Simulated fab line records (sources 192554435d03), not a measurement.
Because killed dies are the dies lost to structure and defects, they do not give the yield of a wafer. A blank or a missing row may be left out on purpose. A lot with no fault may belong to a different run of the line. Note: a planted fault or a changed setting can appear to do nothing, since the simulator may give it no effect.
Which tool was responsible?	flow n5-finfet	Sampling: 12 lots, 36 wafers, 3 of 1938 route steps

== WHAT THE GAUGES SHOWED, per wafer ==
N5_BEOL_M9_INSPECT_58: inspects for defects (darkfield).
lot	measured	on	raw-defect-count
L075	day 9 20:26	defect-inspect-01	99 97 83
L077	day 10 05:47	defect-inspect-02	87 61 50
L079	day 11 02:25	defect-inspect-02	82 46 89
L081	day 11 20:29	defect-inspect-02	75 68 70
L083	day 12 05:49	defect-inspect-02	69 80 28
L085	day 12 12:37	defect-inspect-02	50 76 45
L088	day 13 19:17	defect-inspect-02	80 82 56
L090	day 14 03:33	defect-inspect-02	154 79 92
L092	day 14 18:41	defect-inspect-02	97 43 86
L095	day 14 23:46	defect-inspect-02	70 57 62
L093	day 15 09:32	defect-inspect-01	77 56 51
L097	day 16 12:40	defect-inspect-01	68 45 91

== TOOL THAT RAN EACH LOT (tool first, then ch and the chambers of the sampled wafers, then the start) ==
lot	N5_BEOL_M9_ETCH_66	N5_BEOL_M9_ANNEAL_51
L075	rie-diel-06 ch 1,3, day 9 15:56	rtp-anneal-01 ch 0, day 9 19:30
L077	rie-diel-06 ch 0,2,3, day 10 02:43	rtp-anneal-01 ch 0, day 10 05:08
L079	rie-diel-05 ch 1,2,3, day 10 21:41	rtp-anneal-01 ch 0, day 11 01:43
L081	rie-diel-06 ch 0,2, day 11 16:36	rtp-anneal-01 ch 0, day 11 19:44
L083	rie-diel-05 ch 1,2,3, day 12 03:10	rtp-anneal-02 ch 0, day 12 05:06
L085	rie-diel-06 ch 1,3, day 12 10:07	rtp-anneal-01 ch 0, day 12 11:48
L088	rie-diel-03 ch 0,1,2, day 13 14:42	rtp-anneal-02 ch 0, day 13 18:32
L090	rie-diel-06 ch 0,1,3, day 14 00:23	rtp-anneal-02 ch 0, day 14 02:56
L092	rie-diel-05 ch 1,2, day 14 15:52	rtp-anneal-02 ch 0, day 14 17:56
L095	rie-diel-06 ch 0,2, day 14 19:31	rtp-anneal-02 ch 0, day 14 23:06
L093	rie-diel-03 ch 0,1,2, day 15 06:29	rtp-anneal-02 ch 0, day 15 08:47
L097	rie-diel-03 ch 0,3, day 16 09:37	rtp-anneal-02 ch 0, day 16 11:58
- N5_BEOL_M9_ETCH_66: etches SOC in N2/H2, target depth 80 nm, overetch 16 nm, time 120 s.
- N5_BEOL_M9_ANNEAL_51: time 90 s.

== THE ANSWER, worked out from the rows above alone ==
Rule: what is usual is taken from the lots themselves. The widest of any qualifying gaps counts: lots, ordered by their means at a reading, are off when they make up no more than a third of the lots, leave a main group of 4 or more, and stand apart from it by 3 or more times the standard deviation of that group's means. A main group whose means are all the same, to the digits that the tables above print for the reading, isn't used. Also off: a lot with no number at a reading for which 4 or more lots have one. The other lots that the step has rows for count as sound.
Nothing can be told from this: no lot is off at any reading shown.

== WHAT THE SIMULATOR HAD INSERTED ==
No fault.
